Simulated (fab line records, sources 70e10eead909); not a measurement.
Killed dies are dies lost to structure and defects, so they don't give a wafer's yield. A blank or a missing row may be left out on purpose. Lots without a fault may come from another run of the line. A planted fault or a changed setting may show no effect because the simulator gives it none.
fab line records | flow nand_harc
record lots=21 wafers=63 last_day=33
route steps=1302 shown A_STAIRCASE@811 A_SGD_CUT@910
lots that met no fault: from a run of the same line without faults
start_h: hours from the record's first day to the start of the lot's first wafer shown | wait_h: hours since the lot's step before | " the same as in the row above | L1.1+2: a row that stands for several wafers | - no value, or no start given | * or withheld: withheld | < > ~ a bound
route shown NAME@n: a module of which the file shows steps, and the number in the route of the first | usual: mean/standard deviation of fault-free wafers | same: alike in all rows | chamber/n: place in a boat | sites: the reading at each site | _std_site: their standard deviation | _edge_site: outer sites' mean less inner sites' | radius_mm: how far each site lies from the wafer's centre | mask NAME#n: copy n | behind: the tool/chamber that last shaped the wafer | hold: why the lot was held/for how many hours/how that ended | device: the transistor (n, p or np) that didn't switch | end of line: the same wafers' tests at the end of the route | a step without rows: its recipe alone | killed: dies lost to structure and defects at the first sort, not the wafer's yield | map: a wafer's dies, x killed, . not, _ none there
set.NAME: the setting as run; set.NAME@STEP: as run at that earlier step | model.NAME: the simulator's own value behind a step, which no gauge read
steps of the route over a sample of lots; a table a step, a row a wafer
services: from which hour (start_h, from the record's first day; less than 0 if before it) a tool's chamber was out of use, for how many hours, and why
## steps
# step NHARC_A_STAIRCASE_ETCH_452
# recipe target_depth_a=300 overetch_a=30 time_s=16.5 ion_energy_ev=100 cf4_flow_sccm=80 o2_flow_sccm=20 ar_flow_sccm=0 rf_w=300 bias_w=100 chemistry=CF4/O2
# usual drypump_motor_current_A=5.5/0.57 oes_product_au=0.999/0.01 rf_vpp_V=197.8/1.4 showerhead_plenum_p_Torr=1.33/0.057 throttle_valve_pct=13.398/0.009
# columns lot.wafer tool chamber start_h wait_h drypump_motor_current_A oes_product_au rf_hours_counter_h rf_vpp_V showerhead_plenum_p_Torr throttle_valve_pct
L074.3 rie_diel-08 0 - - 5.5 0.998 2 195.9 1.29 13.419
L074.2 " 1 " " 5.6 1.002 2 199.6 1.43 13.396
L074.1 " 2 " " 5.6 1.013 1 195.9 1.33 13.391
L076.3 rie_diel-09 1 - - 6.2 0.986 25 197.8 1.32 13.399
L076.2 " 2 " " 5.0 0.986 29 194.2 1.24 13.393
L076.6 " 3 " " 4.7 1.016 - 197.0 1.34 13.384
L075.2 rie_diel-08 3 - - 4.8 1.019 8 197.4 1.33 13.402
L075.4 " 2 " " 5.6 1.003 6 199.0 1.32 13.393
L075.6 " 0 " " 5.6 1.009 - 196.6 1.29 13.400
L077.4 rie_diel-08 0 - - 5.6 0.997 15 196.6 1.29 13.396
L077.6 " 0 " " 5.5 1.005 - 197.1 1.29 13.406
L077.5 " 1 " " 5.6 1.001 - 199.0 1.43 13.394
L078.4 rie_diel-09 2 - - 5.0 0.980 36 195.5 1.24 13.405
L078.3 " 3 " " 4.7 1.013 34 198.3 1.34 13.401
L078.6 " 1 " " 6.2 0.994 - 196.5 1.32 13.399
L079.4 rie_diel-08 1 - - 5.6 0.988 14 201.0 1.43 13.410
L079.1 " 2 " " 5.5 0.996 18 197.7 1.32 13.398
L079.5 " 0 " " 5.6 0.993 - 197.0 1.28 13.400
L080.4 rie_diel-09 0 - - 6.1 0.999 36 199.3 1.41 13.399
L080.3 " 1 " " 6.2 0.995 37 197.0 1.32 13.404
L080.5 " 1 " " 6.2 0.987 - 198.3 1.32 13.400
L081.3 rie_diel-09 1 - - 6.2 0.986 44 197.1 1.32 13.382
L081.2 " 2 " " 4.9 0.992 48 195.0 1.23 13.390
L081.5 " 2 " " 5.0 0.995 - 195.5 1.23 13.392
L082.2 rie_diel-08 3 - - 4.9 1.002 31 198.0 1.32 13.400
L082.4 " 2 " " 5.6 0.993 28 198.1 1.32 13.390
L082.5 " 0 " " 5.6 1.010 - 197.6 1.28 13.395
L083.1 rie_diel-08 1 - - 5.6 0.992 27 198.3 1.43 13.405
L083.5 " 0 " " 5.6 1.007 - 196.6 1.28 13.389
L083.6 " 1 " " 5.6 1.004 - 199.2 1.43 13.399
L084.1 rie_diel-09 3 - - 4.7 1.014 48 197.2 1.34 13.403
L084.3 " 0 " " 6.1 0.990 52 199.5 1.41 13.410
L084.6 " 1 " " 6.2 0.988 - 195.9 1.32 13.388
L085.4 rie_diel-09 1 - - 6.2 0.999 61 197.2 1.31 13.411
L085.3 " 2 " " 5.0 0.999 62 195.6 1.23 13.397
L085.6 " 2 " " 5.0 0.994 - 195.8 1.23 13.394
L087.4 rie_diel-02 0 - - 6.7 1.008 33 200.8 1.42 13.391
L087.3 " 2 " " 5.7 0.995 26 198.3 1.36 13.424
L087.1 " 3 " " 4.9 1.010 32 197.3 1.27 13.384
L086.4 rie_diel-02 1 - - 6.3 1.000 32 197.7 1.35 13.399
L086.5 " 1 " " 6.3 0.990 - 200.1 1.35 13.402
L086.6 " 2 " " 5.7 0.993 - 197.2 1.36 13.398
L088.4 rie_diel-08 3 - - 4.9 1.010 45 198.1 1.32 13.405
L088.2 " 2 " " 5.5 1.009 43 198.8 1.32 13.391
L088.5 " 0 " " 5.6 1.010 - 197.4 1.28 13.386
L092.2 rie_diel-08 2 - - 5.5 1.004 6 199.1 1.31 13.398
L092.1 " 3 " " 4.9 1.005 6 198.2 1.31 13.406
L092.4 " 0 " " 5.6 1.000 - 196.6 1.28 13.406
L094.2 rie_diel-08 2 - - 5.6 1.001 8 197.6 1.31 13.403
L094.6 " 3 " " 4.8 1.006 - 199.7 1.31 13.405
L094.4 " 0 " " 5.6 1.012 - 195.3 1.28 13.399
L093.1 rie_diel-09 3 - - 4.7 0.996 29 198.1 1.33 13.401
L093.3 " 0 " " 6.2 0.984 28 197.9 1.40 13.396
L093.5 " 2 " " 5.0 0.983 - 198.7 1.44 13.385
L095.2 rie_diel-09 2 - - 5.0 1.006 36 200.3 1.44 13.388
L095.4 " 3 " " 4.7 0.993 - 197.7 1.33 13.407
L095.5 " 1 " " 6.2 0.983 - 196.1 1.31 13.392
L097.3 rie_diel-09 2 - - 5.0 0.995 37 200.1 1.44 13.407
L097.4 " 3 " " 4.7 1.013 38 199.2 1.33 13.395
L097.2 " 1 " " 6.2 0.978 13 197.9 1.31 13.401
L096.4 rie_diel-08 2 - - 5.5 0.997 14 197.8 1.31 13.393
L096.5 " 3 " " 4.8 1.014 - 198.4 1.31 13.408
L096.6 " 0 " " 5.5 1.013 - 194.2 1.27 13.394
# step NHARC_A_STAIRCASE_ETCH_453
# recipe target_depth_a=300 overetch_a=30 time_s=16.5 ion_energy_ev=100 cf4_flow_sccm=80 o2_flow_sccm=20 ar_flow_sccm=0 rf_w=300 bias_w=100 chemistry=CF4/O2
# usual drypump_motor_current_A=5.6/0.63 oes_product_au=0.999/0.01 rf_vpp_V=198.1/1.4 showerhead_plenum_p_Torr=1.35/0.055 throttle_valve_pct=13.397/0.0082
# columns lot.wafer tool chamber start_h wait_h drypump_motor_current_A oes_product_au rf_hours_counter_h rf_vpp_V showerhead_plenum_p_Torr throttle_valve_pct
L074.2 rie_diel-02 0 - - 6.7 1.008 46 199.2 1.43 13.402
L074.1 " 1 " " 6.2 1.005 56 198.0 1.36 13.381
L074.3 " 2 " " 5.7 0.999 50 197.3 1.36 13.402
L076.2 rie_diel-08 2 - - 5.6 1.015 7 197.3 1.32 13.400
L076.3 " 1 " " 5.6 0.997 10 200.2 1.43 13.381
L076.6 " 3 " " 4.8 1.022 - 197.3 1.32 13.389
L075.4 rie_diel-02 1 - - 6.3 1.000 0 198.8 1.36 13.400
L075.2 " 2 " " 5.7 0.998 0 199.4 1.36 13.395
L075.6 " 2 " " 5.7 0.992 - 199.0 1.36 13.401
L077.4 rie_diel-02 3 - - 4.9 0.999 5 195.7 1.28 13.391
L077.6 " 2 " " 5.7 0.992 - 198.1 1.36 13.397
L077.5 " 3 " " 4.9 0.999 - 196.3 1.28 13.385
L078.4 rie_diel-02 0 - - 6.7 1.017 6 200.7 1.42 13.402
L078.3 " 1 " " 6.3 0.985 6 199.9 1.36 13.398
L078.6 " 0 " " 6.7 1.014 - 201.3 1.42 13.395
L079.4 rie_diel-08 3 - - 4.9 1.009 21 197.6 1.32 13.406
L079.1 " 0 " " 5.6 0.989 19 196.4 1.28 13.411
L079.5 " 0 " " 5.6 0.987 - 197.3 1.28 13.410
L080.3 rie_diel-08 1 - - 5.6 1.001 15 198.7 1.43 13.413
L080.4 " 2 " " 5.6 1.005 20 198.2 1.32 13.402
L080.5 " 1 " " 5.6 1.008 - 199.6 1.43 13.397
L081.3 rie_diel-02 0 - - 6.7 1.020 17 199.6 1.42 13.404
L081.2 " 2 " " 5.7 0.996 15 199.4 1.36 13.387
L081.5 " 1 " " 6.3 0.991 - 198.4 1.36 13.391
L082.2 rie_diel-09 3 - - 4.7 1.015 49 198.9 1.34 13.401
L082.4 " 2 " " 4.9 0.985 58 195.9 1.23 13.381
L082.5 " 0 " " 6.1 0.996 - 199.5 1.41 13.412
L083.1 rie_diel-02 2 - - 5.7 0.992 19 198.0 1.36 13.394
L083.6 " 2 " " 5.7 0.997 - 197.7 1.36 13.398
L083.5 " 3 " " 4.9 0.994 - 198.1 1.27 13.399
L084.3 rie_diel-02 2 - - 5.7 0.993 20 197.9 1.36 13.390
L084.1 " 3 " " 4.9 0.996 28 196.0 1.27 13.392
L084.6 " 2 " " 5.7 0.991 - 197.4 1.36 13.385
L085.4 rie_diel-08 2 - - 5.5 0.999 37 198.0 1.32 13.413
L085.3 " 0 " " 5.5 1.003 41 198.3 1.28 13.392
L085.6 " 2 " " 5.5 1.003 - 196.3 1.32 13.394
L087.1 rie_diel-08 1 - - 5.6 0.993 41 199.2 1.42 13.390
L087.4 " 3 " " 4.9 1.006 43 196.2 1.32 13.389
L087.3 " 0 " " 5.6 1.004 45 196.1 1.28 13.397
L086.4 rie_diel-08 2 - - 5.5 1.009 42 196.3 1.32 13.382
L086.6 " 2 " " 5.5 1.001 - 198.3 1.32 13.402
L086.5 " 3 " " 4.8 1.013 - 196.7 1.32 13.390
L088.2 rie_diel-09 0 - - 6.1 0.988 5 200.9 1.41 13.400
L088.4 " 3 " " 4.7 0.997 6 197.8 1.33 13.397
L088.5 " 1 " " 6.2 0.982 - 197.8 1.31 13.394
L092.1 rie_diel-08 0 - - 5.5 1.012 10 195.8 1.28 13.407
L092.4 " 2 " " 5.6 1.000 10 196.9 1.31 13.390
L092.2 " 3 " " 4.9 1.010 10 196.2 1.31 13.394
L094.2 rie_diel-09 3 - - 4.7 1.013 32 197.8 1.33 13.389
L094.6 " 0 " " 6.2 1.004 - 198.3 1.40 13.390
L094.4 " 2 " " 5.0 0.991 - 201.6 1.44 13.404
L093.3 rie_diel-08 2 - - 5.6 1.001 11 197.7 1.31 13.383
L093.1 " 1 " " 5.6 0.979 4 199.3 1.42 13.412
L093.5 " 2 " " 5.6 0.994 - 197.8 1.31 13.406
L095.4 rie_diel-09 2 - - 5.0 0.996 38 199.5 1.44 13.404
L095.2 " 3 " " 4.7 1.016 38 197.9 1.33 13.385
L095.5 " 0 " " 6.1 0.992 - 197.9 1.40 13.399
L097.3 rie_diel-02 1 - - 6.3 0.987 7 197.6 1.35 13.399
L097.4 " 3 " " 4.9 0.991 5 196.1 1.26 13.389
L097.2 " 0 " " 6.7 1.006 5 197.7 1.41 13.408
L096.4 rie_diel-02 2 - - 5.7 1.001 7 197.9 1.35 13.407
L096.6 " 3 " " 4.9 0.982 - 194.4 1.26 13.396
L096.5 " 0 " " 6.7 1.003 - 198.4 1.41 13.399
# step NHARC_A_STAIRCASE_STRIP_476
# recipe time_s=20 o2_flow_sccm=500 ar_flow_sccm=0 bias_w=0 chemistry=O2
# usual drypump_motor_current_A=5.6/0.62 oes_product_au=0.999/0.012 rf_vpp_V=58.0/0.88 showerhead_plenum_p_Torr=3.56/0.14 throttle_valve_pct=17.037/0.01
# columns lot.wafer tool chamber start_h wait_h drypump_motor_current_A oes_product_au rf_hours_counter_h rf_vpp_V showerhead_plenum_p_Torr throttle_valve_pct
L074.1 rie_diel-08 3 395.48 0.2 4.9 1.021 6 57.3 3.51 17.048
L074.2 " 0 " " 5.5 1.009 6 56.8 3.41 17.052
L074.3 " 1 " " 5.6 1.016 5 58.8 3.78 17.037
L076.2 rie_diel-08 3 403.56 0.1 4.9 1.011 11 57.7 3.50 17.041
L076.3 " 0 " " 5.6 1.008 12 59.0 3.40 17.025
L076.6 " 0 " " 5.6 1.003 - 58.9 3.40 17.023
L075.4 rie_diel-02 3 407.31 0.3 4.9 1.010 2 58.7 3.39 17.035
L075.2 " 0 " " 6.7 1.011 2 58.5 3.76 17.039
L075.6 " 0 " " 6.8 1.013 - 57.9 3.76 17.051
L077.4 rie_diel-02 1 424.55 0.1 6.3 0.995 7 58.1 3.59 17.040
L077.6 " 0 " " 6.7 1.018 - 59.0 3.75 17.061
L077.5 " 1 " " 6.3 0.989 - 58.1 3.59 17.039
L078.3 rie_diel-09 0 424.75 0.1 6.1 0.989 36 57.7 3.73 17.039
L078.4 " 2 " " 5.0 0.982 42 56.9 3.27 17.030
L078.6 " 0 " " 6.1 0.993 - 57.9 3.73 17.034
L079.1 rie_diel-02 1 434.18 0.1 6.3 0.989 9 57.5 3.59 17.047
L079.4 " 0 " " 6.7 1.016 9 57.6 3.75 17.043
L079.5 " 1 " " 6.3 0.980 - 57.1 3.59 17.035
L080.4 rie_diel-08 1 435.49 0.1 5.6 1.003 15 59.0 3.77 17.027
L080.3 " 3 " " 4.9 1.011 22 57.5 3.50 17.042
L080.5 " 1 " " 5.7 0.997 - 58.5 3.77 17.048
L081.3 rie_diel-02 1 456.32 0.1 6.3 0.985 17 57.5 3.59 17.040
L081.2 " 3 " " 5.0 0.998 18 56.8 3.38 17.015
L081.5 " 0 " " 6.7 1.020 - 57.1 3.75 17.027
L083.1 rie_diel-02 3 478.68 0.1 5.0 0.995 28 57.5 3.37 17.033
L083.6 " 2 " " 5.7 0.994 - 57.7 3.58 17.046
L083.5 " 3 " " 5.0 0.988 - 58.0 3.37 17.048
L082.4 rie_diel-08 0 481.09 0.1 5.5 1.004 38 58.0 3.39 17.030
L082.2 " 2 " " 5.6 0.995 33 57.7 3.49 17.043
L082.5 " 3 " " 4.9 1.008 - 56.8 3.49 17.035
L084.1 rie_diel-08 3 481.39 0.1 4.9 1.003 36 57.5 3.49 17.035
L084.3 " 0 " " 5.6 1.006 38 57.7 3.39 17.024
L084.6 " 0 " " 5.6 1.012 - 58.4 3.39 17.021
L085.3 rie_diel-08 0 497.60 0.1 5.6 1.001 42 57.9 3.39 17.035
L085.4 " 1 " " 5.6 1.005 38 57.5 3.76 17.051
L085.6 " 1 " " 5.6 1.006 - 59.0 3.76 17.033
L087.1 rie_diel-09 2 508.59 0.1 5.0 0.979 0 60.2 3.81 17.047
L087.4 " 3 " " 4.7 1.004 0 58.7 3.53 17.032
L087.3 " 0 " " 6.1 0.991 0 57.7 3.71 17.036
L086.4 rie_diel-09 1 509.92 0.1 6.3 0.972 0 57.2 3.47 17.022
L086.6 " 1 " " 6.3 0.989 - 58.3 3.47 17.025
L086.5 " 2 " " 5.0 0.974 - 59.2 3.81 17.048
L088.4 rie_diel-08 0 526.70 0.1 5.6 1.017 51 58.4 3.38 17.035
L088.2 " 1 " " 5.6 1.002 50 59.3 3.75 17.033
L088.5 " 1 " " 5.6 1.009 - 57.4 3.75 17.034
L092.1 rie_diel-08 0 583.70 0.1 5.5 1.024 11 56.9 3.38 17.043
L092.4 " 2 " " 5.6 1.008 11 57.9 3.47 17.030
L092.2 " 3 " " 4.8 1.011 11 58.6 3.47 17.033
L094.2 rie_diel-02 2 585.80 0.1 5.7 0.999 2 58.6 3.56 17.039
L094.4 " 3 " " 4.9 0.985 2 56.7 3.35 17.036
L094.6 " 1 " " 6.3 0.987 - 58.4 3.56 17.025
L093.1 rie_diel-02 2 586.39 0.1 5.7 1.002 2 58.0 3.56 17.049
L093.3 " 3 " " 4.9 0.989 2 60.1 3.35 17.042
L093.5 " 2 " " 5.7 1.004 - 57.2 3.56 17.020
L095.4 rie_diel-08 0 603.66 0.1 5.6 1.003 14 57.9 3.37 17.043
L095.2 " 1 " " 5.6 1.003 8 58.2 3.74 17.033
L095.5 " 0 " " 5.6 1.021 - 56.9 3.37 17.039
L097.3 rie_diel-09 3 606.83 0.1 4.7 1.005 43 56.7 3.50 17.040
L097.2 " 0 " " 6.1 0.974 36 59.3 3.69 17.039
L097.4 " 1 " " 6.2 0.999 15 57.0 3.46 17.036
L096.4 rie_diel-09 1 609.06 0.1 6.3 0.980 16 58.6 3.46 17.034
L096.5 " 1 " " 6.2 0.980 - 58.3 3.46 17.041
L096.6 " 2 " " 5.0 0.987 - 59.8 3.78 17.043
# step NHARC_A_STAIRCASE_ETCHBACK_157
# recipe target_depth_a=900 over_etch_frac=0.3 time_s=167.14 ion_energy_ev=120 ch3f_flow_sccm=50 o2_flow_sccm=30 ar_flow_sccm=200 rf_w=500 bias_w=100 chemistry=CH3F/O2
# usual drypump_motor_current_A=5.6/0.67 oes_product_au=0.96/0.034 rf_vpp_V=244.5/1.7 showerhead_plenum_p_Torr=2.48/0.11 throttle_valve_pct=20.662/0.01
# columns lot.wafer tool chamber start_h wait_h drypump_motor_current_A oes_product_au rf_hours_counter_h rf_vpp_V showerhead_plenum_p_Torr throttle_valve_pct
L075.4 rie_diel-02 1 443.77 0.2 6.3 0.92 12 244.1 2.50 20.673
L075.2 " 2 " " 5.7 0.91 12 244.2 2.50 20.664
L075.6 " 0 " " 6.7 0.94 - 246.8 2.62 20.651
L076.3 rie_diel-09 1 443.85 0.1 6.2 0.99 44 244.9 2.43 20.662
L076.2 " 3 " " 4.7 1.01 44 242.5 2.46 20.641
L076.6 " 1 " " 6.2 1.00 - 244.7 2.43 20.663
L074.2 rie_diel-08 0 444.06 0.2 5.6 0.93 25 243.7 2.36 20.667
L074.3 " 1 " " 5.6 0.95 20 246.2 2.63 20.674
L074.1 " 2 " " 5.6 0.95 23 245.2 2.43 20.674
L077.4 rie_diel-09 3 464.79 0.2 4.7 0.93 47 245.1 2.46 20.663
L077.6 " 2 " " 4.9 0.99 - 242.7 2.27 20.676
L077.5 " 3 " " 4.7 0.93 - 243.9 2.46 20.656
L078.3 rie_diel-02 3 464.83 0.2 4.9 1.00 24 243.9 2.35 20.657
L078.4 " 2 " " 5.7 0.92 17 244.9 2.50 20.649
L078.6 " 0 " " 6.7 1.01 - 245.9 2.61 20.662
L079.1 rie_diel-09 2 480.86 0.2 5.0 0.92 62 242.0 2.27 20.674
L079.4 " 0 " " 6.1 0.91 59 244.8 2.59 20.667
L079.5 " 1 " " 6.2 0.92 - 241.4 2.42 20.661
L080.4 rie_diel-09 0 481.07 0.2 6.1 0.92 59 246.4 2.59 20.656
L080.3 " 2 " " 5.0 0.92 62 243.5 2.27 20.671
L080.5 " 3 " " 4.7 0.93 - 244.7 2.46 20.650
L081.3 rie_diel-08 1 499.92 0.3 5.6 1.01 39 244.8 2.62 20.676
L081.2 " 2 " " 5.5 0.99 39 242.3 2.43 20.672
L081.5 " 1 " " 5.6 0.99 - 247.7 2.62 20.665
L082.2 rie_diel-08 1 524.76 0.2 5.6 0.98 49 248.0 2.62 20.673
L082.4 " 2 " " 5.6 0.98 49 243.7 2.42 20.645
L082.5 " 3 " " 4.8 0.97 - 242.9 2.43 20.668
L083.1 rie_diel-09 2 525.03 0.2 5.0 0.99 7 247.5 2.66 20.651
L083.5 " 1 " " 6.2 0.98 - 245.9 2.42 20.653
L083.6 " 2 " " 5.0 0.99 - 246.2 2.66 20.666
L084.3 rie_diel-02 3 526.07 0.1 4.9 0.95 45 240.8 2.34 20.676
L084.1 " 0 " " 6.7 0.96 45 246.7 2.60 20.652
L084.6 " 0 " " 6.7 0.97 - 247.2 2.60 20.668
L085.3 rie_diel-09 3 546.66 0.1 4.7 1.00 13 245.0 2.45 20.657
L085.4 " 3 " " 4.7 1.01 - 244.9 2.45 20.666
L085.6 " 0 " " 6.1 0.99 - 247.2 2.59 20.647
L086.6 rie_diel-09 0 554.39 0.2 6.1 0.93 - 244.8 2.58 20.669
L086.4 " 2 " " 5.0 0.92 - 246.7 2.65 20.672
L086.5 " 3 " " 4.7 0.93 - 244.0 2.45 20.694
L087.3 rie_diel-02 0 555.17 0.1 6.7 0.94 57 247.1 2.60 20.675
L087.1 " 1 " " 6.3 0.91 52 244.5 2.49 20.669
L087.4 " 2 " " 5.7 0.93 48 244.0 2.49 20.654
L088.2 rie_diel-08 2 572.22 0.1 5.6 1.00 6 242.8 2.42 20.652
L088.5 " 2 " " 5.6 0.99 - 242.1 2.42 20.666
L088.4 " 3 " " 4.9 1.01 - 243.6 2.42 20.660
L094.2 rie_diel-09 2 626.36 0.2 5.0 0.96 48 247.0 2.64 20.664
L094.4 " 3 " " 4.7 0.97 49 242.5 2.44 20.669
L094.6 " 2 " " 5.0 0.97 - 246.3 2.64 20.649
L093.1 rie_diel-08 1 626.64 0.1 5.6 0.93 19 244.8 2.61 20.670
L093.3 " 2 " " 5.5 0.93 25 244.1 2.41 20.670
L093.5 " 2 " " 5.6 0.92 - 243.4 2.41 20.664
L092.4 rie_diel-09 2 626.93 0.2 5.0 0.97 49 246.3 2.64 20.661
L092.1 " 3 " " 4.7 0.99 49 243.4 2.44 20.652
L092.2 " 0 " " 6.1 0.97 44 246.1 2.57 20.659
L095.2 rie_diel-02 0 646.43 0.5 6.7 0.98 21 246.3 2.59 20.654
L095.4 " 2 " " 5.7 0.97 22 244.0 2.48 20.676
L095.5 " 3 " " 4.9 0.96 - 242.1 2.32 20.668
L096.4 rie_diel-09 0 651.61 0.2 6.1 0.91 54 245.0 2.57 20.672
L096.6 " 3 " " 4.7 0.94 - 244.3 2.43 20.671
L096.5 " 0 " " 6.1 0.93 - 245.9 2.57 20.655
L097.4 rie_diel-02 0 651.86 0.1 6.7 0.94 24 246.9 2.59 20.657
L097.3 " 1 " " 6.3 0.92 24 243.9 2.47 20.663
L097.2 " 2 " " 5.7 0.91 24 244.6 2.47 20.675
# step NHARC_A_STAIRCASE_INSPECT_155
# usual raw_defect_count=423/120
# columns lot.wafer tool chamber start_h wait_h raw_defect_count
L075.2 defect_inspect-02 - 444.65 0.1 652
L075.4 " - " " 694
L075.6 " - " " 642
L076.2 defect_inspect-01 - 444.75 0.1 543
L076.3 " - " " 275
L076.6 " - " " 367
L074.1 defect_inspect-02 - 445.04 0.1 455
L074.2 " - " " 349
L074.3 " - " " 288
L077.4 defect_inspect-01 - 465.68 0.1 402
L077.5 " - " " 475
L077.6 " - " " 451
L078.3 defect_inspect-02 - 465.73 0.1 302
L078.4 " - " " 267
L078.6 " - " " 331
L079.1 defect_inspect-01 - 481.74 0.1 461
L079.4 " - " " 469
L079.5 " - " " 504
L080.3 defect_inspect-02 - 481.95 0.1 287
L080.4 " - " " 370
L080.5 " - " " 356
L081.2 defect_inspect-02 - 500.86 0.1 340
L081.3 " - " " 238
L081.5 " - " " 310
L082.2 defect_inspect-02 - 525.64 0.1 695
L082.4 " - " " 572
L082.5 " - " " 498
L083.1 defect_inspect-01 - 525.90 0.1 332
L083.5 " - " " 330
L083.6 " - " " 257
L084.1 defect_inspect-02 - 526.97 0.1 460
L084.3 " - " " 527
L084.6 " - " " 694
L085.3 defect_inspect-01 - 547.61 0.1 475
L085.4 " - " " 347
L085.6 " - " " 493
L086.4 defect_inspect-01 - 555.26 0.1 410
L086.5 " - " " 459
L086.6 " - " " 336
L087.1 defect_inspect-01 - 556.06 0.1 391
L087.3 " - " " 345
L087.4 " - " " 325
L088.2 defect_inspect-01 - 573.16 0.1 352
L088.4 " - " " 331
L088.5 " - " " 422
L094.2 defect_inspect-01 - 627.23 0.1 384
L094.4 " - " " 531
L094.6 " - " " 379
L093.1 defect_inspect-02 - 627.56 0.1 386
L093.3 " - " " 562
L093.5 " - " " 448
L092.1 defect_inspect-02 - 628.06 0.1 442
L092.2 " - " " 452
L092.4 " - " " 523
L095.2 defect_inspect-01 - 647.31 0.1 323
L095.4 " - " " 516
L095.5 " - " " 248
L096.4 defect_inspect-01 - 652.51 0.1 440
L096.5 " - " " 422
L096.6 " - " " 660
L097.2 defect_inspect-02 - 652.78 0.1 355
L097.3 " - " " 536
L097.4 " - " " 387
# step NHARC_A_SGD_CUT_STRIP_17
# recipe o2_flow_sccm=500 ar_flow_sccm=0 bias_w=0 chemistry=O2
# usual drypump_motor_current_A=5.4/0.49 oes_product_au=1.001/0.0081 rf_vpp_V=57.9/0.86 showerhead_plenum_p_Torr=3.55/0.14 throttle_valve_pct=17.036/0.0091
# columns lot.wafer tool chamber start_h wait_h drypump_motor_current_A oes_product_au rf_hours_counter_h rf_vpp_V showerhead_plenum_p_Torr throttle_valve_pct
L075.2 rie_diel-03 1 - - 4.9 1.014 15 56.3 3.42 17.019
L075.4 " 3 " " 4.9 0.997 13 56.5 3.57 17.035
L075.6 " 2 " " 6.6 1.003 - 58.1 3.68 17.023
L076.2 rie_diel-06 1 - - 5.6 1.023 7 57.5 3.75 17.037
L076.3 " 2 " " 5.0 0.996 7 57.1 3.30 17.021
L076.6 " 3 " " 5.9 1.003 - 57.8 3.71 17.039
L074.2 rie_diel-03 2 - - 6.6 1.000 13 57.5 3.67 17.036
L074.3 " 0 " " 5.4 0.990 14 57.8 3.45 17.030
L074.1 " 1 " " 4.9 1.001 15 58.8 3.42 17.042
L077.4 rie_diel-12 2 - - 5.4 1.006 1 58.0 3.42 17.052
L077.6 " 3 " " 5.1 0.986 - 57.1 3.59 17.037
L077.5 " 0 " " 5.2 1.003 - 58.7 3.64 17.016
L078.3 rie_diel-06 0 - - 5.5 0.999 10 58.4 3.63 17.045
L078.6 " 1 " " 5.6 1.014 - 57.1 3.75 17.052
L078.4 " 0 " " 5.5 1.005 - 59.1 3.63 17.024
L079.1 rie_diel-06 1 - - 5.6 1.002 10 59.4 3.75 17.031
L079.4 " 2 " " 5.1 0.999 10 58.0 3.30 17.031
L079.5 " 1 " " 5.6 1.005 - 57.9 3.75 17.031
L080.3 rie_diel-12 0 - - 5.2 0.993 1 58.9 3.64 17.053
L080.4 " 1 " " 6.0 0.997 2 57.8 3.57 17.043
L080.5 " 2 " " 5.3 1.006 - 58.9 3.42 17.034
L081.2 rie_diel-03 0 - - 5.4 1.008 3 57.1 3.45 17.030
L081.3 " 3 " " 4.9 1.005 3 59.0 3.57 17.025
L081.5 " 0 " " 5.4 0.993 - 58.0 3.45 17.039
L082.4 rie_diel-12 2 - - 5.3 1.012 3 57.7 3.42 17.039
L082.2 " 3 " " 5.1 1.008 3 58.2 3.59 17.033
L082.5 " 3 " " 5.1 0.991 - 58.5 3.59 17.036
L083.1 rie_diel-06 1 - - 5.6 1.009 3 59.2 3.75 17.023
L083.5 " 1 " " 5.6 1.000 - 58.6 3.75 17.043
L083.6 " 2 " " 5.1 0.995 - 56.8 3.30 17.014
L084.1 rie_diel-03 3 - - 4.9 1.001 5 58.0 3.57 17.037
L084.3 " 0 " " 5.4 0.999 4 55.8 3.45 17.039
L084.6 " 2 " " 6.6 1.012 - 58.9 3.67 17.037
L085.3 rie_diel-12 1 - - 6.0 1.007 5 58.0 3.56 17.037
L085.4 " 3 " " 5.1 0.987 5 57.4 3.59 17.046
L085.6 " 2 " " 5.3 0.982 - 57.9 3.42 17.019
L086.4 rie_diel-03 3 - - 4.9 0.997 8 57.8 3.57 17.028
L086.6 " 0 " " 5.4 0.991 - 58.5 3.45 17.031
L086.5 " 1 " " 4.8 1.006 - 56.7 3.42 17.045
L087.4 rie_diel-06 1 - - 5.6 0.999 5 58.1 3.75 17.029
L087.1 " 3 " " 5.8 1.013 5 58.5 3.70 17.036
L087.3 " 0 " " 5.5 1.009 5 57.7 3.63 17.044
L088.2 rie_diel-12 3 - - 5.1 0.995 6 56.6 3.59 17.044
L088.5 " 3 " " 5.1 0.994 - 57.3 3.59 17.024
L088.4 " 1 " " 6.0 1.002 - 58.7 3.56 17.021
L094.2 rie_diel-03 1 - - 4.9 0.996 12 56.4 3.41 17.054
L094.4 " 3 " " 4.9 1.007 12 57.7 3.57 17.032
L094.6 " 0 " " 5.4 0.997 - 56.3 3.44 17.035
L093.1 rie_diel-06 0 - - 5.5 1.005 9 58.4 3.62 17.026
L093.3 " 1 " " 5.6 1.000 9 58.3 3.75 17.030
L093.5 " 3 " " 5.9 0.992 - 57.9 3.70 17.039
L092.4 rie_diel-06 2 - - 5.0 1.005 10 58.2 3.30 17.027
L092.1 " 0 " " 5.5 0.991 9 58.4 3.62 17.035
L092.2 " 1 " " 5.6 1.000 9 58.8 3.75 17.029
L095.2 rie_diel-06 2 - - 5.0 0.994 11 56.4 3.29 17.036
L095.4 " 3 " " 5.9 1.000 11 58.9 3.70 17.045
L095.5 " 2 " " 5.1 1.002 - 56.2 3.29 17.044
L096.4 rie_diel-12 0 - - 5.2 1.021 1 59.0 3.64 17.039
L096.6 " 1 " " 6.0 1.020 - 58.0 3.56 17.027
L096.5 " 2 " " 5.3 1.008 - 58.4 3.42 17.047
L097.3 rie_diel-03 0 - - 5.4 0.998 1 57.2 3.44 17.018
L097.4 " 1 " " 4.9 1.005 1 56.1 3.41 17.053
L097.2 " 2 " " 6.6 0.997 2 59.0 3.67 17.043
## services
# columns tool chamber start_h hours kind
rie_diel-08 - 367.84 9.0 pm
rie_diel-08 2 379.29 7.0 repair
rie_diel-02 - 393.86 9.0 pm
rie_diel-08 1 401.22 6.6 repair
rie_diel-02 - 442.16 0.3 repair
rie_diel-09 3 451.33 8.9 repair
rie_diel-02 2 455.77 5.2 repair
rie_diel-03 - 458.62 9.0 pm
rie_diel-06 3 463.69 5.1 repair
rie_diel-08 0 465.72 2.6 repair
rie_diel-06 - 484.20 9.0 pm
rie_diel-09 - 497.17 9.0 pm
rie_diel-09 1 539.60 45.0 repair
rie_diel-08 - 544.89 9.0 pm
rie_diel-06 1 549.50 4.9 repair
rie_diel-06 0 553.39 3.6 repair
rie_diel-08 - 569.67 0.4 repair
rie_diel-02 - 570.88 9.0 pm
rie_diel-09 0 589.90 6.2 repair
rie_diel-03 0 611.64 5.7 repair
rie_diel-06 1 620.48 5.6 repair
rie_diel-03 1 622.36 2.9 repair
rie_diel-08 0 625.66 14.2 repair
rie_diel-03 - 635.62 9.0 pm
## key
fault none
